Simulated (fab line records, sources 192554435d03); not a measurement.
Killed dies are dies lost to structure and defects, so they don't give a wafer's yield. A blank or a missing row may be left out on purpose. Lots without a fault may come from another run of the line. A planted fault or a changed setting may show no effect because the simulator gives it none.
Split-lot experiment | flow n5_finfet | 7 lots, 21 wafers read, on a route of 1938 steps

THE SPLIT
At N5_BEOL_M0_SAQP_SPACER1_ALD_98 (deposits SiO2, target thk 12.8 nm, pulse time 1 s, purge time 2 s), the setting ald_cycles was moved away from the recipe's 138 on 11 of the 21 wafers read, by -15.9% to -4.3%. The other wafers ran this setting at the recipe's value.

FROM THE SPLIT TO THE READING: what the file shows between them, 2 steps
- N5_BEOL_M0_SAQP_SPACER1_ETCHBACK_99: etches SiO2 in CHF3/O2, target depth 15.4 nm, time 7.7 s
- N5_BEOL_M0_SAQP_MANDREL1_REMOVE_100: chemistry HBr/Cl2/O2, target a-Si, stops on SiNx, bt time 10 s

THE READING
cd_nm, in nm, at N5_BEOL_M0_SAQP_CD_MEAS_25 (target cd 13.1 nm). Fault-free wafers of this fab line usually give 12.75 nm, standard deviation 0.25 nm.

wafer  | tool, chamber at the split | ald_cycles as run | against the recipe | cd_nm, nm | against lot-mates on the recipe
L074.1 | ald_sin-02, 0              | 138               | recipe             | 12.96     | -
L074.2 | ald_sin-02, 3              | 116               | -15.9%             | 10.83     | -2.13
L074.3 | ald_sin-02, 2              | 116               | -15.9%             | 10.52     | -2.44
L079.2 | ald_sin-03, 2,0            | 126               | -8.7%              | 11.84     | -0.99
L079.3 | ald_sin-03, 3              | 138               | recipe             | 12.83     | -
L079.4 | ald_sin-03, 2,0            | 126               | -8.7%              | 11.84     | -0.99
L080.1 | ald_sin-03, 2              | 132               | -4.3%              | 12.60     | +0.13
L080.2 | ald_sin-03, 1              | 138               | recipe             | 12.47     | -
L080.5 | ald_sin-03, 1              | 132               | -4.3%              | 11.70     | -0.77
L082.1 | ald_sin-03, 2,3            | 121               | -12.3%             | 11.30     | no lot-mate on the recipe
L082.3 | ald_sin-03, 0              | 121               | -12.3%             | 11.26     | no lot-mate on the recipe
L082.4 | ald_sin-03, 2,3            | 121               | -12.3%             | 11.07     | no lot-mate on the recipe
L085.1 | ald_sin-04, 2,0,1          | 138               | recipe             | 12.65     | -
L085.3 | ald_sin-04, 2,0,1          | 138               | recipe             | 13.09     | -
L085.4 | ald_sin-04, 2,0,1          | 138               | recipe             | 13.08     | -
L089.1 | ald_sin-02, 1              | 131               | -5.1%              | 12.24     | -0.77
L089.3 | ald_sin-02, 3              | 138               | recipe             | 13.01     | -
L089.5 | ald_sin-02, 2              | 131               | -5.1%              | 11.93     | -1.08
L091.1 | ald_sin-03, 2              | 138               | recipe             | 12.90     | -
L091.2 | ald_sin-03, 1              | 138               | recipe             | 12.78     | -
L091.5 | ald_sin-03, 1              | 138               | recipe             | 12.46     | -
Where a row lists several chambers, the file gives one row for several wafers and doesn't say which wafer went through which chamber.

THE FIT
A straight line over all 21 wafers: cd_nm changes by +0.131 nm for each +1% of ald_cycles; r = +0.96; the points scatter about the line by 0.24 nm.
The same after taking each lot's own level away (the mean of its wafers on the recipe; 18 wafers): +0.139 nm for each +1%; r = +0.95; scatter 0.26 nm.
On that fit, the largest move of ald_cycles shifts the reading by 2.2 nm.
The lots' own levels span 12.470 to 13.010 nm, that is 2.2 times the standard deviation above.
So the lot-to-lot level changes the slope little: the two slopes agree.
Check: with one of the wafers moved furthest among these (-15.9%) left out of the fit, the line predicts -2.22 nm for it against its lot-mates. It came out at -2.13 nm against them.

OTHER SPLITS ON THESE WAFERS
These wafers also went through other splits before the reading. Each is held against what the fit with the lots' levels taken away leaves over:
other split on the same wafers          | wafers away from the commonest value | r with cd_nm (lot level and that fit taken away)
N5_SD_EPI_P_PEB_07 peb_time_s           | 4                                    | -0.11
N5_SD_EPI_P_ETCH_36 bias_w              | 7                                    | +0.59
N5_HKMG_FIN_HK_ALD_01 ald_cycles        | 6                                    | -0.33
N5_HKMG_FIN_DEVELOP_48 develop_time_s   | 7                                    | +0.07
N5_MOL_CONTACT_COAG_ETCHBACK_135 time_s | 6                                    | +0.13
N5_MOL_CONTACT_COAG_COAT_63 spin_rpm    | 8                                    | -0.35
N5_BEOL_M0_SAQP_ETCH_84 time_s          | 9                                    | -0.01

THE WHOLE CHAIN: every reading that the file lists as answering this split, in the file's order
step                                | what it does                                                      | reading                                                                                     | change (the file's fit)               | r (the file's)
N5_BEOL_M0_SAQP_SPACER1_ALD_98      | deposits SiO2, target thk 12.8 nm, pulse time 1 s, purge time 2 s | SiO2_of_BEOL_M0_SAQP_SPACER1_ALD_98.thk_nm (the simulator's own value, which no gauge read) | +0.128 nm for each +1% of the setting | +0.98
N5_BEOL_M0_SAQP_MANDREL1_REMOVE_100 | chemistry HBr/Cl2/O2, target a-Si, stops on SiNx, bt time 10 s    | BEOL_M0_SAQP.cd_nm (the simulator's own value, which no gauge read)                         | +0.129 nm for each +1% of the setting | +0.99
N5_BEOL_M0_SAQP_CD_MEAS_25          | target cd 13.1 nm                                                 | cd_nm                                                                                       | +0.137 nm for each +1% of the setting | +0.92

THE FILE'S OWN FIT
cd_nm changes by +0.137 nm for each +1% of ald_cycles, r = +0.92.
